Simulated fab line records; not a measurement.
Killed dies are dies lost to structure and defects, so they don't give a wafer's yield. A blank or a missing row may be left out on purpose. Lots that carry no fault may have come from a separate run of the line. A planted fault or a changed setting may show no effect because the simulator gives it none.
fab line records	flow n5_finfet
record lots=12	wafers=36	last_day=18
route steps=1938 shown BEOL_M13@1707 BEOL_M14@1737 PASSIVATION@1936
lots with no fault: from the same line, run without faults
start_h: hours from the record's first day to the start of the lot's first wafer shown	wait_h: hours from the lot's prior step to this one	" unchanged from the row above	L1.1+2: several wafers, shown together as one row	- either no value or no given start	* or withheld: withheld	< > ~ a bound
route shown NAME@n: a module of which the file shows steps, and the number in the route of the first	usual: mean/standard deviation taken from wafers without a fault	same: alike in all rows	chamber/n: place in a boat	sites: the reading at each site	_std_site: how widely they spread, as a standard deviation	_edge_site: inner sites' mean taken away from outer sites' mean	radius_mm: for every site, how far away it sits from the centre of the wafer	mask NAME#n: copy n	behind: tool/chamber where the wafer was last shaped	hold: what put the lot on hold/how long, in hours/how the hold closed	device: whichever transistor did not switch (one of n, p or np)	end of line: tests of these same wafers at the route's end	a step with no rows: only its recipe	killed: not the wafer's yield, but the dies lost to structure and defects at the first sort	map: the dies of a wafer, with x for killed, . for not killed, _ for no die there
set.NAME: the run value of the setting; set.NAME@STEP: its run value at that earlier step	model.NAME: the simulator's own value behind a step, which no gauge read
route steps across a sampled set of lots; one table per step, one row per wafer
services: a tool's chamber out of use, with start hour (start_h, from the record's first day; less than 0 if before it), hours out, and reason
## steps
# step N5_BEOL_M13_SPUTTER_45
# recipe material=Cu	target_thk_a=800	temp_c=-20	bias_v=60	power_w=26000	chamber_pressure_pa=0.13	time_s=13.33
# usual chuck_gas_flow_sccm=1.26/0.047	susceptor_temp_C=-20.00/0.097	throttle_valve_pct=30.4/0.81
# same time_s=13.33
lot.wafer	tool	chamber	start_h	wait_h	chuck_gas_flow_sccm	susceptor_temp_C	throttle_valve_pct
L884.1	pvd_sputter-01	-	259.95	0.0	1.26	-20.00	30.0
L884.3	"	-	"	"	1.34	-19.97	31.5
L884.5	"	-	"	"	1.21	-19.90	30.4
L885.3	pvd_sputter-02	-	269.69	0.0	1.24	-20.22	29.7
L885.4	"	-	"	"	1.25	-20.12	30.2
L885.6	"	-	"	"	1.25	-20.03	30.4
L887.1	pvd_sputter-01	-	276.03	0.0	1.31	-20.06	31.6
L887.3	"	-	"	"	1.24	-19.93	31.1
L887.5	"	-	"	"	1.22	-20.00	30.9
L886.1	pvd_sputter-02	-	280.21	0.0	1.27	-19.82	30.6
L886.3	"	-	"	"	1.20	-20.13	29.6
L886.6	"	-	"	"	1.18	-20.21	29.7
L889.3	pvd_sputter-03	-	285.13	0.0	1.31	-19.90	29.8
L889.4	"	-	"	"	1.19	-19.94	31.7
L889.6	"	-	"	"	1.24	-19.84	29.8
L888.2	pvd_sputter-01	-	295.55	0.0	1.33	-19.96	31.6
L888.4	"	-	"	"	1.30	-20.02	30.1
L888.5	"	-	"	"	1.18	-19.91	31.8
L890.1	pvd_sputter-03	-	298.04	0.0	1.23	-19.92	32.2
L890.2	"	-	"	"	1.24	-19.99	29.7
L890.6	"	-	"	"	1.25	-20.07	29.7
L897.2	pvd_sputter-03	-	336.43	0.0	1.29	-20.02	28.9
L897.4	"	-	"	"	1.18	-20.17	29.1
L897.6	"	-	"	"	1.19	-20.13	29.6
L900.1	pvd_sputter-02	-	354.63	0.0	1.32	-20.02	30.6
L900.5	"	-	"	"	1.28	-19.98	29.8
L900.6	"	-	"	"	1.16	-19.90	30.4
L903.3	pvd_sputter-02	-	366.97	0.0	1.30	-19.98	29.8
L903.4	"	-	"	"	1.27	-20.15	30.1
L903.5	"	-	"	"	1.21	-20.23	30.3
L905.1	pvd_sputter-02	-	381.59	0.0	1.28	-19.97	30.4
L905.5	"	-	"	"	1.25	-20.02	30.5
L905.6	"	-	"	"	1.26	-19.92	30.5
L907.1	pvd_sputter-02	-	399.86	0.0	1.26	-19.80	30.2
L907.4	"	-	"	"	1.28	-19.89	29.6
L907.5	"	-	"	"	1.31	-20.15	30.8
# step N5_BEOL_M13_ANNEAL_48
# recipe temp_c=225	time_s=90	ambient=N2
# usual wafer_temp_C_max=225.79/0.23
# same time_s=90
lot.wafer	tool	chamber	start_h	wait_h	wafer_temp_C_max
L884.1	rtp_anneal-02	0	260.23	0.1	225.54
L884.3	"	0	"	"	225.73
L884.5	"	0	"	"	225.96
L885.3	rtp_anneal-02	0	270.06	0.2	225.68
L885.4	"	0	"	"	225.84
L885.6	"	0	"	"	225.93
L887.1	rtp_anneal-02	0	276.31	0.1	225.39
L887.3	"	0	"	"	225.56
L887.5	"	0	"	"	225.64
L886.1	rtp_anneal-02	0	280.49	0.1	225.79
L886.3	"	0	"	"	225.55
L886.6	"	0	"	"	225.33
L889.3	rtp_anneal-02	0	285.59	0.2	225.50
L889.4	"	0	"	"	225.70
L889.6	"	0	"	"	225.85
L888.2	rtp_anneal-02	0	295.88	0.2	225.71
L888.4	"	0	"	"	225.81
L888.5	"	0	"	"	226.38
L890.1	rtp_anneal-01	0	298.43	0.2	226.11
L890.2	"	0	"	"	225.69
L890.6	"	0	"	"	225.61
L897.2	rtp_anneal-01	0	336.76	0.2	225.66
L897.4	"	0	"	"	225.50
L897.6	"	0	"	"	225.95
L900.1	rtp_anneal-02	0	354.92	0.1	225.74
L900.5	"	0	"	"	225.89
L900.6	"	0	"	"	225.81
L903.3	rtp_anneal-01	0	367.34	0.2	225.81
L903.4	"	0	"	"	225.98
L903.5	"	0	"	"	226.11
L905.1	rtp_anneal-02	0	382.35	0.6	226.03
L905.5	"	0	"	"	225.88
L905.6	"	0	"	"	225.68
L907.1	rtp_anneal-02	0	400.71	0.7	225.68
L907.4	"	0	"	"	225.94
L907.5	"	0	"	"	225.63
# step N5_BEOL_M14_COAT_65
# recipe resist=SOC	temp_c=250	time_s=60	spin_rpm=1500	resist_thk_nm=450
# usual dispense_pressure_kPa=51/4.3	heater_power_total_W=500.5/1.7	plate_temp_C=249.98/0.16
# same time_s=60
lot.wafer	tool	chamber	start_h	wait_h	dispense_pressure_kPa	heater_power_total_W	plate_temp_C
L884.1	litho_track-02	0	262.46	0.0	52	498.6	249.90
L884.3	"	0	"	"	52	500.6	249.86
L884.5	"	0	"	"	52	497.5	249.86
L885.3	litho_track-04	0	271.82	0.0	55	497.9	250.46
L885.4	"	0	"	"	55	501.3	250.21
L885.6	"	0	"	"	55	500.8	250.29
L887.1	litho_track-04	0	278.15	0.0	55	499.3	249.91
L887.3	"	0	"	"	55	498.2	249.86
L887.5	"	0	"	"	55	498.3	249.97
L886.1	litho_track-04	0	282.33	0.0	55	503.3	249.99
L886.3	"	0	"	"	55	500.3	249.88
L886.6	"	0	"	"	55	497.7	250.03
L889.3	litho_track-01	0	287.52	0.0	45	497.3	250.19
L889.4	"	0	"	"	45	500.1	249.99
L889.6	"	0	"	"	45	502.8	249.99
L888.2	litho_track-04	0	297.67	0.0	55	500.6	249.97
L888.4	"	0	"	"	55	501.6	250.23
L888.5	"	0	"	"	55	499.0	249.73
L890.1	litho_track-01	0	300.41	0.0	45	498.2	249.93
L890.2	"	0	"	"	45	500.9	249.95
L890.6	"	0	"	"	45	498.8	249.82
L897.2	litho_track-01	0	338.58	0.0	45	511.0	253.61
L897.4	"	0	"	"	45	511.4	253.76
L897.6	"	0	"	"	45	507.9	253.73
L900.1	litho_track-01	0	356.81	0.0	45	512.8	253.90
L900.5	"	0	"	"	45	512.4	253.72
L900.6	"	0	"	"	45	506.6	253.62
L903.3	litho_track-04	0	369.21	0.0	55	498.0	249.93
L903.4	"	0	"	"	55	500.7	249.92
L903.5	"	0	"	"	55	498.5	250.15
L905.1	litho_track-02	0	384.32	0.0	52	499.9	250.06
L905.5	"	0	"	"	52	498.3	249.90
L905.6	"	0	"	"	52	500.0	249.96
L907.1	litho_track-04	0	403.05	0.0	55	499.4	250.00
L907.4	"	0	"	"	55	501.8	250.10
L907.5	"	0	"	"	55	500.2	249.77
# step N5_BEOL_M14_INSPECT_30
# recipe mode=adi	inspect_instrument=macro
# usual raw_defect_count=2.2/1.4
lot.wafer	tool	chamber	start_h	wait_h	raw_defect_count
L884.1	defect_inspect-01	-	262.93	0.0	1
L884.3	"	-	"	"	0
L884.5	"	-	"	"	1
L885.3	defect_inspect-02	-	272.29	0.0	2
L885.4	"	-	"	"	4
L885.6	"	-	"	"	2
L887.1	defect_inspect-01	-	278.50	0.0	3
L887.3	"	-	"	"	3
L887.5	"	-	"	"	3
L886.1	defect_inspect-02	-	282.80	0.0	1
L886.3	"	-	"	"	5
L886.6	"	-	"	"	2
L889.3	defect_inspect-02	-	287.86	0.0	2
L889.4	"	-	"	"	2
L889.6	"	-	"	"	2
L888.2	defect_inspect-01	-	298.14	0.0	3
L888.4	"	-	"	"	0
L888.5	"	-	"	"	4
L890.1	defect_inspect-02	-	300.88	0.0	0
L890.2	"	-	"	"	5
L890.6	"	-	"	"	2
L897.2	defect_inspect-02	-	338.92	0.0	3
L897.4	"	-	"	"	3
L897.6	"	-	"	"	0
L900.1	defect_inspect-01	-	357.15	0.0	1
L900.5	"	-	"	"	3
L900.6	"	-	"	"	4
L903.3	defect_inspect-02	-	369.58	0.0	1
L903.4	"	-	"	"	1
L903.5	"	-	"	"	3
L905.1	defect_inspect-01	-	384.79	0.0	1
L905.5	"	-	"	"	4
L905.6	"	-	"	"	1
L907.1	defect_inspect-01	-	403.52	0.0	3
L907.4	"	-	"	"	2
L907.5	"	-	"	"	3
# step N5_PASSIVATION_PROBE_49
# usual defect_limited_yield=90.5/1.7	killed_at_M0_to_M3=37/12	killed_at_M4_up=14/5.2	killed_at_contacts=12/5.9	killed_at_front_end=45/14	killed_at_other=3.5/2.8	killed_dies=112/21	killed_open=73/15	killed_short=36/8.9	sort_bin_4_leakage=0.00/0.007	sort_bin_5_function=5.6/1.2	sort_bin_6_memory=3.5/0.68	sort_n_pass=1068/21	sort_yield_pct=90.5/1.8
# same gross_dies=1180	killed_at_back_side=0	sort_bin_8_speed[%]=0
lot.wafer	tool	chamber	start_h	wait_h	defect_limited_yield[%]	killed_at_M0_to_M3	killed_at_M4_up	killed_at_contacts	killed_at_front_end	killed_at_other	killed_dies	killed_open	killed_short	sort_bin_4_leakage[%]	sort_bin_5_function[%]	sort_bin_6_memory[%]	sort_n_pass	sort_yield_pct[%]
L884.1	prober-01	-	294.41	0.0	88.6	46	10	20	49	9	134	92	36	0	6.6	4.1	1046	88.6
L884.3	prober-01	-	294.51	0.1	88.5	43	6	26	60	1	136	88	44	0	7.3	4.0	1044	88.5
L884.5	prober-01	-	294.61	0.2	89.2	52	11	21	41	3	128	93	35	0	6.4	4.0	1052	89.2
L885.3	prober-02	-	301.02	0.1	91.2	26	22	7	48	1	104	55	46	0	5.2	3.2	1076	91.2
L885.4	prober-02	-	301.07	0.2	91.2	32	22	3	46	1	104	58	43	0	4.3	4.2	1076	91.2
L885.6	prober-02	-	301.17	0.3	93.1	25	18	4	30	4	81	50	30	0	3.8	2.7	1099	93.1
L887.1	prober-01	-	307.87	0.0	92.2	23	9	12	42	6	92	58	31	0	4.3	2.8	1088	92.2
L887.3	prober-01	-	307.97	0.1	91.9	34	14	15	32	0	95	55	37	0	5.3	2.4	1085	91.9
L887.5	prober-01	-	308.07	0.2	90.4	38	18	17	34	6	113	78	28	0	5.3	3.8	1067	90.4
L886.1	prober-01	-	308.17	0.1	92.2	25	14	17	31	5	92	61	29	0	5.7	2.0	1088	92.2
L886.3	prober-01	-	308.27	0.2	91.7	26	5	11	53	3	98	64	33	0	4.2	3.6	1082	91.7
L886.6	prober-01	-	308.42	0.3	91.3	29	16	13	43	2	103	63	39	0	5.7	2.8	1077	91.3
L889.3	prober-02	-	319.73	0.1	89.3	37	11	12	66	0	126	81	43	0	6.2	3.6	1054	89.3
L889.4	prober-02	-	319.78	0.2	89.3	43	14	5	63	1	126	88	37	0	6.3	3.8	1054	89.3
L889.6	prober-02	-	319.88	0.3	89.4	35	15	17	58	0	125	86	35	0	6.5	3.9	1055	89.4
L888.2	prober-01	-	322.17	0.1	90.1	36	25	15	37	4	117	76	36	0	5.6	3.8	1063	90.1
L888.4	prober-01	-	322.27	0.2	89.2	32	25	18	52	1	128	74	49	0	5.8	4.2	1052	89.2
L888.5	prober-01	-	322.32	0.2	89.9	45	13	12	45	4	119	74	44	0	5.9	3.7	1061	89.9
L890.1	prober-02	-	324.27	0.0	91.9	40	19	15	15	6	95	64	30	0	4.4	3.5	1085	91.9
L890.2	prober-02	-	324.32	0.1	92.5	33	15	11	29	0	88	58	29	0	4.0	3.1	1092	92.5
L890.6	prober-02	-	324.52	0.3	90.9	48	19	14	23	3	107	70	36	0	5.4	3.2	1073	90.9
L897.2	prober-01	-	367.94	0.1	91.5	27	17	10	46	0	100	69	30	0	4.8	3.4	1080	91.5
L897.4	prober-01	-	368.04	0.2	90.3	28	17	19	49	2	115	81	31	0	5.7	3.6	1065	90.3
L897.6	prober-01	-	368.14	0.3	91.9	21	18	11	39	6	95	62	28	0	4.2	3.3	1085	91.9
L900.1	prober-01	-	379.91	0.6	90.7	46	11	8	39	6	110	77	30	0	5.5	3.3	1070	90.7
L900.5	prober-01	-	380.11	0.8	92.9	28	7	16	28	5	84	56	23	0	4.7	2.0	1096	92.9
L900.6	prober-01	-	380.16	0.8	90.7	42	9	7	44	8	110	75	32	0	5.0	4.1	1070	90.7
L903.3	prober-02	-	396.53	0.1	90.7	51	11	13	32	3	110	72	36	0	5.6	3.4	1070	90.7
L903.4	prober-02	-	396.58	0.2	91.0	45	10	11	37	3	106	63	32	0	5.2	3.1	1074	91.0
L903.5	prober-02	-	396.63	0.2	90.0	53	11	9	39	6	118	78	38	0	6.1	3.6	1062	90.0
L905.1	prober-01	-	407.23	0.0	89.2	27	12	13	65	11	128	81	44	0.08	6.1	3.9	1051	89.1
L905.5	prober-01	-	407.43	0.2	89.8	15	13	19	66	7	120	85	31	0	5.9	3.8	1060	89.8
L905.6	prober-01	-	407.48	0.3	89.5	25	21	9	59	10	124	87	34	0	7.1	3.1	1056	89.5
L907.1	prober-01	-	438.05	0.0	91.9	35	9	10	37	4	95	54	35	0	4.7	3.1	1085	91.9
L907.4	prober-01	-	438.20	0.2	88.6	61	18	15	40	0	134	86	42	0	6.6	4.1	1046	88.6
L907.5	prober-01	-	438.25	0.2	94.7	13	11	6	29	3	62	43	17	0	3.0	2.2	1118	94.7
# killed by level:class
L884.1 MOL_CONTACT_COAG:geometric_particle:open=16 BEOL_M3:geometric_particle:open=14 STI_FIN_REVEAL:geometric_particle:open=9 BEOL_M0_SAQP:geometric_particle:open=9 ILD0:geometric_particle:open=8 BEOL_M2:geometric_particle:open=8 FIN_SAQP:geometric_particle:open=7 BEOL_M0_SAQP:geometric_particle:short=6
L884.3 MOL_CONTACT_COAG:geometric_particle:open=19 BEOL_M0_SAQP:geometric_particle:short=18 FIN_SAQP:geometric_particle:open=16 STI_FIN_REVEAL:geometric_particle:open=11 BEOL_M0_SAQP:geometric_particle:open=11 DUMMY_GATE:geometric_particle:open=7 MOL_CONTACT_COAG:geometric_particle:short=7 BEOL_M2:geometric_particle:open=5
L884.5 MOL_CONTACT_COAG:geometric_particle:open=19 BEOL_M3:geometric_particle:open=14 STI_FIN_REVEAL:geometric_particle:open=11 BEOL_M2:geometric_particle:open=10 BEOL_M0_SAQP:geometric_particle:short=9 BEOL_M0_SAQP:geometric_particle:open=8 DUMMY_GATE:geometric_particle:open=6 FIN_SAQP:geometric_particle:open=5
L885.3 BEOL_M0_SAQP:geometric_particle:short=8 FIN_SAQP:geometric_particle:short=7 STI_FIN_REVEAL:geometric_particle:open=7 GATE_CUT:geometric_particle:short=7 FIN_SAQP:geometric_particle:open=6 STI_FIN_REVEAL:geometric_particle:short=5 DUMMY_GATE:geometric_particle:open=5 BEOL_M4:geometric_particle:open=5
L885.4 FIN_SAQP:geometric_particle:short=10 BEOL_M3:geometric_particle:open=9 STI_FIN_REVEAL:geometric_particle:open=8 BEOL_M1:geometric_particle:open=6 FIN_SAQP:geometric_particle:open=5 GATE_CUT:geometric_particle:short=5 GATE_CUT:geometric_particle:open=4 BEOL_M0_SAQP:geometric_particle:short=4
L885.6 BEOL_M2:geometric_particle:open=13 BEOL_M4:geometric_particle:open=8 FIN_SAQP:geometric_particle:short=5 FIN_SAQP:geometric_particle:open=4 ILD0:geometric_particle:short=4 GATE_CUT:geometric_particle:short=4 BEOL_M3:geometric_particle:short=4 STARTING-WAFER:geometric_particle:open=4
L887.1 MOL_CONTACT_COAG:geometric_particle:open=11 DUMMY_GATE:geometric_particle:open=7 FIN_SAQP:geometric_particle:open=5 STI_FIN_REVEAL:geometric_particle:open=5 GATE_CUT:geometric_particle:open=5 GATE_CUT:geometric_particle:short=5 BEOL_M0_SAQP:geometric_particle:open=5 FIN_SAQP:geometric_particle:short=4
L887.3 MOL_CONTACT_COAG:geometric_particle:open=11 BEOL_M0_SAQP:geometric_particle:short=9 BEOL_M0_SAQP:geometric_particle:open=7 BEOL_M4:geometric_particle:open=7 ILD0:geometric_particle:short=6 FIN_SAQP:geometric_particle:short=5 STI_FIN_REVEAL:geometric_particle:open=5 BEOL_M1:geometric_particle:open=5
L887.5 MOL_CONTACT_COAG:geometric_particle:open=15 BEOL_M0_SAQP:geometric_particle:open=10 BEOL_M2:geometric_particle:open=7 STI_FIN_REVEAL:geometric_particle:open=6 DUMMY_GATE:geometric_particle:open=6 BEOL_M0_SAQP:geometric_particle:short=6 BEOL_M3:geometric_particle:open=5 PAD_METAL:geometric_particle:open=5
L886.1 MOL_CONTACT_COAG:geometric_particle:open=15 FIN_SAQP:geometric_particle:open=9 FIN_SAQP:geometric_particle:short=8 BEOL_M0_SAQP:geometric_particle:open=6 STI_FIN_REVEAL:geometric_particle:open=6 BEOL_M0_SAQP:geometric_particle:short=6 BEOL_M3:geometric_particle:open=6 BEOL_M4:geometric_particle:open=6
L886.3 FIN_SAQP:geometric_particle:short=9 FIN_SAQP:geometric_particle:open=9 MOL_CONTACT_COAG:geometric_particle:open=9 GATE_CUT:geometric_particle:short=8 BEOL_M1:geometric_particle:open=8 STI_FIN_REVEAL:geometric_particle:open=6 GATE_CUT:geometric_particle:open=5 BEOL_M0_SAQP:geometric_particle:open=5
L886.6 STI_FIN_REVEAL:geometric_particle:open=14 MOL_CONTACT_COAG:geometric_particle:open=9 BEOL_M3:geometric_particle:open=8 BEOL_M0_SAQP:geometric_particle:short=7 FIN_SAQP:geometric_particle:short=6 FIN_SAQP:geometric_particle:open=5 BEOL_M2:geometric_particle:open=5 BEOL_M4:geometric_particle:short=5
L889.3 STI_FIN_REVEAL:geometric_particle:open=20 FIN_SAQP:geometric_particle:short=13 FIN_SAQP:geometric_particle:open=12 BEOL_M0_SAQP:geometric_particle:short=12 BEOL_M0_SAQP:geometric_particle:open=11 MOL_CONTACT_COAG:geometric_particle:open=10 GATE_CUT:geometric_particle:short=9 BEOL_M4:geometric_particle:open=6
L889.4 STI_FIN_REVEAL:geometric_particle:open=23 FIN_SAQP:geometric_particle:open=15 BEOL_M2:geometric_particle:open=11 FIN_SAQP:geometric_particle:short=10 BEOL_M0_SAQP:geometric_particle:short=9 BEOL_M0_SAQP:geometric_particle:open=8 BEOL_M1:geometric_particle:open=6 MOL_CONTACT_COAG:geometric_particle:open=5
L889.6 FIN_SAQP:geometric_particle:open=17 MOL_CONTACT_COAG:geometric_particle:open=16 STI_FIN_REVEAL:geometric_particle:open=15 BEOL_M0_SAQP:geometric_particle:open=12 FIN_SAQP:geometric_particle:short=9 BEOL_M0_SAQP:geometric_particle:short=9 BEOL_M3:geometric_particle:open=8 BEOL_M4:geometric_particle:open=6
L888.2 BEOL_M2:geometric_particle:open=13 BEOL_M4:geometric_particle:open=13 MOL_CONTACT_COAG:geometric_particle:open=11 FIN_SAQP:geometric_particle:open=10 BEOL_M0_SAQP:geometric_particle:short=8 STI_FIN_REVEAL:geometric_particle:open=7 BEOL_M0_SAQP:geometric_particle:open=6 GATE_CUT:geometric_particle:open=5
L888.4 FIN_SAQP:geometric_particle:open=12 STI_FIN_REVEAL:geometric_particle:open=12 MOL_CONTACT_COAG:geometric_particle:open=11 BEOL_M3:geometric_particle:short=10 BEOL_M4:geometric_particle:open=9 FIN_SAQP:geometric_particle:short=8 MOL_CONTACT_COAG:geometric_particle:short=7 BEOL_M0_SAQP:geometric_particle:open=6
L888.5 FIN_SAQP:geometric_particle:open=11 BEOL_M0_SAQP:geometric_particle:short=11 MOL_CONTACT_COAG:geometric_particle:open=9 BEOL_M0_SAQP:geometric_particle:open=9 FIN_SAQP:geometric_particle:short=8 STI_FIN_REVEAL:geometric_particle:open=8 BEOL_M2:geometric_particle:open=6 BEOL_M3:geometric_particle:open=6
L890.1 MOL_CONTACT_COAG:geometric_particle:open=11 BEOL_M0_SAQP:geometric_particle:open=10 BEOL_M3:geometric_particle:open=9 BEOL_M4:geometric_particle:open=9 BEOL_M0_SAQP:geometric_particle:short=8 STI_FIN_REVEAL:geometric_particle:open=4 DUMMY_GATE:geometric_particle:open=4 MOL_CONTACT_COAG:geometric_particle:short=4
L890.2 BEOL_M0_SAQP:geometric_particle:open=13 MOL_CONTACT_COAG:geometric_particle:open=9 BEOL_M0_SAQP:geometric_particle:short=7 ILD0:geometric_particle:open=6 GATE_CUT:geometric_particle:short=6 FIN_SAQP:geometric_particle:short=5 BEOL_M4:geometric_particle:open=5 BEOL_M1:geometric_particle:open=4
L890.6 BEOL_M0_SAQP:geometric_particle:open=16 BEOL_M0_SAQP:geometric_particle:short=13 MOL_CONTACT_COAG:geometric_particle:open=12 BEOL_M4:geometric_particle:open=8 BEOL_M1:geometric_particle:open=7 BEOL_M3:geometric_particle:open=5 DUMMY_GATE:geometric_particle:short=4 ILD0:geometric_particle:open=4
L897.2 MOL_CONTACT_COAG:geometric_particle:open=10 BEOL_M0_SAQP:geometric_particle:short=7 BEOL_M0_SAQP:geometric_particle:open=7 STARTING-WAFER:geometric_particle:open=7 FIN_SAQP:geometric_particle:open=6 STI_FIN_REVEAL:geometric_particle:open=6 DUMMY_GATE:geometric_particle:open=6 BEOL_M4:geometric_particle:open=5
L897.4 MOL_CONTACT_COAG:geometric_particle:open=16 BEOL_M1:geometric_particle:open=10 STI_FIN_REVEAL:geometric_particle:open=9 BEOL_M3:geometric_particle:open=7 FIN_SAQP:geometric_particle:open=6 DUMMY_GATE:geometric_particle:open=6 BEOL_M4:geometric_particle:open=6 STARTING-WAFER:geometric_particle:open=6
L897.6 FIN_SAQP:geometric_particle:open=10 MOL_CONTACT_COAG:geometric_particle:open=10 FIN_SAQP:geometric_particle:short=6 STI_FIN_REVEAL:geometric_particle:open=6 BEOL_M4:geometric_particle:open=6 BEOL_M6:geometric_particle:open=6 BEOL_M0_SAQP:geometric_particle:short=5 BEOL_M2:geometric_particle:short=5
L900.1 STI_FIN_REVEAL:geometric_particle:open=12 BEOL_M1:geometric_particle:open=10 FIN_SAQP:geometric_particle:open=8 BEOL_M0_SAQP:geometric_particle:short=7 BEOL_M0_SAQP:geometric_particle:open=7 BEOL_M2:geometric_particle:open=7 MOL_CONTACT_COAG:geometric_particle:open=6 BEOL_M3:geometric_particle:open=6
L900.5 MOL_CONTACT_COAG:geometric_particle:open=10 BEOL_M3:geometric_particle:open=10 STI_FIN_REVEAL:geometric_particle:open=7 STARTING-WAFER:geometric_particle:short=6 BEOL_M2:geometric_particle:open=5 MOL_CONTACT_COAG:geometric_particle:short=4 BEOL_M1:geometric_particle:open=4 FIN_SAQP:geometric_particle:open=3
L900.6 FIN_SAQP:geometric_particle:open=9 BEOL_M0_SAQP:geometric_particle:open=9 BEOL_M0_SAQP:geometric_particle:short=7 FIN_SAQP:geometric_particle:short=6 STI_FIN_REVEAL:geometric_particle:open=6 MOL_CONTACT_COAG:geometric_particle:open=6 BEOL_M1:geometric_particle:open=6 BEOL_M2:geometric_particle:open=6
L903.3 BEOL_M0_SAQP:geometric_particle:short=12 MOL_CONTACT_COAG:geometric_particle:open=11 BEOL_M3:geometric_particle:open=11 STI_FIN_REVEAL:geometric_particle:open=9 BEOL_M1:geometric_particle:open=8 BEOL_M0_SAQP:geometric_particle:open=7 FIN_SAQP:geometric_particle:short=6 BEOL_M0:geometric_particle:open=5
L903.4 BEOL_M0_SAQP:geometric_particle:open=11 BEOL_M3:geometric_particle:open=11 BEOL_M0_SAQP:geometric_particle:short=10 STI_FIN_REVEAL:geometric_particle:open=8 MOL_CONTACT_COAG:geometric_particle:open=7 HKMG_FIN:area_etch=6 DUMMY_GATE:geometric_particle:open=5 GATE_CUT:geometric_particle:short=5
L903.5 BEOL_M0_SAQP:geometric_particle:short=12 BEOL_M0_SAQP:geometric_particle:open=11 STI_FIN_REVEAL:geometric_particle:open=10 BEOL_M1:geometric_particle:open=9 BEOL_M3:geometric_particle:open=7 MOL_CONTACT_COAG:geometric_particle:open=6 GATE_CUT:geometric_particle:short=6 BEOL_M2:geometric_particle:open=6
L905.1 STI_FIN_REVEAL:geometric_particle:open=22 FIN_SAQP:geometric_particle:short=15 FIN_SAQP:geometric_particle:open=8 MOL_CONTACT_COAG:geometric_particle:open=8 BEOL_M1:geometric_particle:open=8 GATE_CUT:geometric_particle:short=6 MOL_CONTACT_COAG:geometric_particle:short=5 BEOL_M0_SAQP:geometric_particle:open=5
L905.5 FIN_SAQP:geometric_particle:open=18 MOL_CONTACT_COAG:geometric_particle:open=16 STI_FIN_REVEAL:geometric_particle:open=14 FIN_SAQP:geometric_particle:short=9 GATE_CUT:geometric_particle:short=8 BEOL_M1:geometric_particle:open=7 DUMMY_GATE:geometric_particle:open=5 BEOL_M2:geometric_particle:open=4
L905.6 STI_FIN_REVEAL:geometric_particle:open=24 BEOL_M1:geometric_particle:open=12 FIN_SAQP:geometric_particle:short=10 BEOL_M4:geometric_particle:open=9 FIN_SAQP:geometric_particle:open=7 BEOL_M2:geometric_particle:open=6 MOL_CONTACT_COAG:geometric_particle:open=5 STARTING-WAFER:geometric_particle:open=5
L907.1 MOL_CONTACT_COAG:geometric_particle:open=8 BEOL_M0_SAQP:geometric_particle:short=8 FIN_SAQP:geometric_particle:short=6 DUMMY_GATE:geometric_particle:open=6 BEOL_M0_SAQP:geometric_particle:open=6 BEOL_M2:geometric_particle:open=6 DUMMY_GATE:geometric_particle:short=5 GATE_CUT:geometric_particle:short=5
L907.4 MOL_CONTACT_COAG:geometric_particle:open=13 BEOL_M0_SAQP:geometric_particle:short=12 BEOL_M2:geometric_particle:open=11 FIN_SAQP:geometric_particle:short=10 BEOL_M1:geometric_particle:open=8 FIN_SAQP:geometric_particle:open=7 BEOL_M0_SAQP:geometric_particle:open=6 BEOL_M0:geometric_particle:open=6
L907.5 STI_FIN_REVEAL:geometric_particle:short=5 STI_FIN_REVEAL:geometric_particle:open=5 MOL_CONTACT_COAG:geometric_particle:open=5 BEOL_M4:geometric_particle:open=5 FIN_SAQP:geometric_particle:open=4 STARTING-WAFER:geometric_particle:open=4 BEOL_M3:geometric_particle:open=3 DUMMY_GATE:geometric_particle:open=2
## services
tool	chamber	start_h	hours	kind
pvd_sputter-02	-	288.91	7.9	repair
pvd_sputter-02	-	303.50	6.2	repair
litho_track-04	-	311.45	-	consumable_replace:filter
litho_track-02	-	328.85	-	consumable_replace:filter
## key
first_sign step=N5_BEOL_M14_COAT_65	reading=plate_temp_C	direction=up	sigmas=23	usual=*	struck=*
effect step=N5_BEOL_M14_COAT_65	reading=heater_power_total_W	direction=up	sigmas=5.7	usual=*	struck=*
met_at N5_BEOL_M14_COAT_65
struck_lots L897,L900
not_acting_at N5_BEOL_M13_SPUTTER_45,N5_BEOL_M13_ANNEAL_48,N5_BEOL_M14_INSPECT_30
onset_between 300.41 338.58
fault kind=process_parameter_drift	tool=litho_track-01	chamber=-	onset_h=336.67	steps=N5_BEOL_M14_COAT_65	channel=temp_c	offset=*	shape=step	end_h=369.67	acts_in=*	stated=*
